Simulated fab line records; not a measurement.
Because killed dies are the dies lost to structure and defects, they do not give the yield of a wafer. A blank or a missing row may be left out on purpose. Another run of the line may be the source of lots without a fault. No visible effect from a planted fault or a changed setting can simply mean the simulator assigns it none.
Check of tool commonality || flow n5 finfet || 10 lots and 28 wafers in the sample

## WHAT PROMPTED THE OPENING
Of 10 lots, 2 have the reading M9_ILD_THK flagged at N5_BEOL_M9_THK_MEAS_01. No-fault wafers: 269 nm, standard deviation 3.8.
Rule: a lot gets a flag if all its wafers with a number sit over 4 standard deviations from that mean, or if no wafer of it has a number. As for the other lots, they are considered sound.

{"lot": "L270", "measured": "day 10 12:28", "on": "film metro-01", "M9_ILD_THK (nm), wafer by wafer": "262 270", "flag": ""}
{"lot": "L271", "measured": "day 10 18:45", "on": "film metro-02", "M9_ILD_THK (nm), wafer by wafer": "264 264 268", "flag": ""}
{"lot": "L276", "measured": "day 11 21:31", "on": "film metro-01", "M9_ILD_THK (nm), wafer by wafer": "304 309 311", "flag": "FLAGGED"}
{"lot": "L277", "measured": "day 12 02:08", "on": "film metro-02", "M9_ILD_THK (nm), wafer by wafer": "307 314 308", "flag": "FLAGGED"}
{"lot": "L283", "measured": "day 12 20:48", "on": "film metro-01", "M9_ILD_THK (nm), wafer by wafer": "268 267 272", "flag": ""}
{"lot": "L284", "measured": "day 13 21:38", "on": "film metro-02", "M9_ILD_THK (nm), wafer by wafer": "259 261 268", "flag": ""}
{"lot": "L285", "measured": "day 14 01:56", "on": "film metro-01", "M9_ILD_THK (nm), wafer by wafer": "267 272 266", "flag": ""}
{"lot": "L286", "measured": "day 14 18:11", "on": "film metro-01", "M9_ILD_THK (nm), wafer by wafer": "269 275", "flag": ""}
{"lot": "L289", "measured": "day 15 00:10", "on": "film metro-01", "M9_ILD_THK (nm), wafer by wafer": "274 267 270", "flag": ""}
{"lot": "L288", "measured": "day 15 01:36", "on": "film metro-01", "M9_ILD_THK (nm), wafer by wafer": "264 269 271", "flag": ""}
The numbers of the flagged lots are 309 nm on average: +40 nm against the usual, or +10 standard deviations.

## LOT BY LOT: THE TOOL USED
The record holds 3 process steps before the reading, out of a route of 1938 steps. Read each cell as the tool, then ch plus the chambers that the sampled wafers visited, then the start.
{"lot": "L270", "flag": "", "N5_BEOL_M8_ETCH_41": "rie diel-04 ch 1,3, day 10 10:18 or earlier", "N5_BEOL_M8_SPUTTER_48": "pvd sputter-02, day 10 10:18", "N5_BEOL_M9_CURE_71": "uv cure-03 ch 2, day 10 11:57"}
{"lot": "L271", "flag": "", "N5_BEOL_M8_ETCH_41": "rie diel-06 ch 0,2,3, day 10 17:10 or earlier", "N5_BEOL_M8_SPUTTER_48": "pvd sputter-02, day 10 17:10", "N5_BEOL_M9_CURE_71": "uv cure-01 ch 0, day 10 18:19"}
{"lot": "L276", "flag": "FLAGGED", "N5_BEOL_M8_ETCH_41": "rie diel-06 ch 2,3, day 11 19:19 or earlier", "N5_BEOL_M8_SPUTTER_48": "pvd sputter-03, day 11 19:19", "N5_BEOL_M9_CURE_71": "uv cure-03 ch 1, day 11 21:01"}
{"lot": "L277", "flag": "FLAGGED", "N5_BEOL_M8_ETCH_41": "rie diel-05 ch 0,1,2, day 11 23:52 or earlier", "N5_BEOL_M8_SPUTTER_48": "pvd sputter-02, day 11 23:52", "N5_BEOL_M9_CURE_71": "uv cure-03 ch 2, day 12 01:37"}
{"lot": "L283", "flag": "", "N5_BEOL_M8_ETCH_41": "rie diel-05 ch 2,3, day 12 18:47 or earlier", "N5_BEOL_M8_SPUTTER_48": "pvd sputter-03, day 12 18:47", "N5_BEOL_M9_CURE_71": "uv cure-01 ch 0, day 12 20:17"}
{"lot": "L284", "flag": "", "N5_BEOL_M8_ETCH_41": "rie diel-05 ch 0,1, day 13 20:03 or earlier", "N5_BEOL_M8_SPUTTER_48": "pvd sputter-01, day 13 20:03", "N5_BEOL_M9_CURE_71": "uv cure-02 ch 0, day 13 21:07"}
{"lot": "L285", "flag": "", "N5_BEOL_M8_ETCH_41": "rie diel-04 ch 0,2,3, day 14 00:19 or earlier", "N5_BEOL_M8_SPUTTER_48": "pvd sputter-01, day 14 00:19", "N5_BEOL_M9_CURE_71": "uv cure-02 ch 0, day 14 01:25"}
{"lot": "L286", "flag": "", "N5_BEOL_M8_ETCH_41": "rie diel-05 ch 0,2, day 14 16:35 or earlier", "N5_BEOL_M8_SPUTTER_48": "pvd sputter-02, day 14 16:35", "N5_BEOL_M9_CURE_71": "uv cure-02 ch 1, day 14 17:40"}
{"lot": "L289", "flag": "", "N5_BEOL_M8_ETCH_41": "rie diel-06 ch 0,1,2, day 14 22:34 or earlier", "N5_BEOL_M8_SPUTTER_48": "pvd sputter-03, day 14 22:34", "N5_BEOL_M9_CURE_71": "uv cure-03 ch 2, day 14 23:39"}
{"lot": "L288", "flag": "", "N5_BEOL_M8_ETCH_41": "rie diel-05 ch 1,2,3, day 14 23:55 or earlier", "N5_BEOL_M8_SPUTTER_48": "pvd sputter-01, day 14 23:55", "N5_BEOL_M9_CURE_71": "uv cure-01 ch 0, day 15 01:15"}
These steps, and what they do:
- N5_BEOL_M8_ETCH_41: etches SiCN in CH3F/O2, target depth 31.9 nm, time 57.8 s.
- N5_BEOL_M8_SPUTTER_48: material Cu, target thk 10 nm, time 1.667 s.
- N5_BEOL_M9_CURE_71: cures SiCOH lowk, time 240 s.
- N5_BEOL_M9_THK_MEAS_01

## FLAGGED OVER TOTAL, TOOL BY TOOL (the gauges that took the reading come last)
{"step": "N5_BEOL_M8_ETCH_41", "tool": "rie diel-04", "lots run": 2, "flagged": 0, "share of the flagged lots": "none", "sound lots run after its first flagged lot": "-"}
{"step": "N5_BEOL_M8_ETCH_41", "tool": "rie diel-05", "lots run": 5, "flagged": 1, "share of the flagged lots": "some", "sound lots run after its first flagged lot": "4 (L283,L284,L286,L288)"}
{"step": "N5_BEOL_M8_ETCH_41", "tool": "rie diel-06", "lots run": 3, "flagged": 1, "share of the flagged lots": "some", "sound lots run after its first flagged lot": "1 (L289)"}
{"step": "N5_BEOL_M8_SPUTTER_48", "tool": "pvd sputter-01", "lots run": 3, "flagged": 0, "share of the flagged lots": "none", "sound lots run after its first flagged lot": "-"}
{"step": "N5_BEOL_M8_SPUTTER_48", "tool": "pvd sputter-02", "lots run": 4, "flagged": 1, "share of the flagged lots": "some", "sound lots run after its first flagged lot": "1 (L286)"}
{"step": "N5_BEOL_M8_SPUTTER_48", "tool": "pvd sputter-03", "lots run": 3, "flagged": 1, "share of the flagged lots": "some", "sound lots run after its first flagged lot": "2 (L283,L289)"}
{"step": "N5_BEOL_M9_CURE_71", "tool": "uv cure-01", "lots run": 3, "flagged": 0, "share of the flagged lots": "none", "sound lots run after its first flagged lot": "-"}
{"step": "N5_BEOL_M9_CURE_71", "tool": "uv cure-02", "lots run": 3, "flagged": 0, "share of the flagged lots": "none", "sound lots run after its first flagged lot": "-"}
{"step": "N5_BEOL_M9_CURE_71", "tool": "uv cure-03", "lots run": 4, "flagged": 2, "share of the flagged lots": "all", "sound lots run after its first flagged lot": "1 (L289)"}
{"step": "N5_BEOL_M9_THK_MEAS_01", "tool": "film metro-01", "lots run": 7, "flagged": 1, "share of the flagged lots": "some", "sound lots run after its first flagged lot": "5 (L283,L285,L286,L289,L288)"}
{"step": "N5_BEOL_M9_THK_MEAS_01", "tool": "film metro-02", "lots run": 3, "flagged": 1, "share of the flagged lots": "some", "sound lots run after its first flagged lot": "1 (L284)"}
N5_BEOL_M8_ETCH_41 gives no start for some lots, so the hours and the order of its lots are those of N5_BEOL_M8_SPUTTER_48.

## WHAT THE TABLE ALLOWS
Rows of the table that ran each flagged lot: 1, that is uv cure-03 at N5_BEOL_M9_CURE_71.
- uv cure-03 at N5_BEOL_M9_CURE_71 ran 4 lots, 2 of them flagged. Sound lots ran on it after the first flagged one (L289), which a lasting fault on the whole tool wouldn't allow. On the flagged lots its readings are blank where sound lots have values: lamp power pct, run length s, wafer_temp_C_max.
There is no row in the table that ran each flagged lot and no sound lot after the first.

## WHAT WAS PUT IN BY THE SIMULATOR
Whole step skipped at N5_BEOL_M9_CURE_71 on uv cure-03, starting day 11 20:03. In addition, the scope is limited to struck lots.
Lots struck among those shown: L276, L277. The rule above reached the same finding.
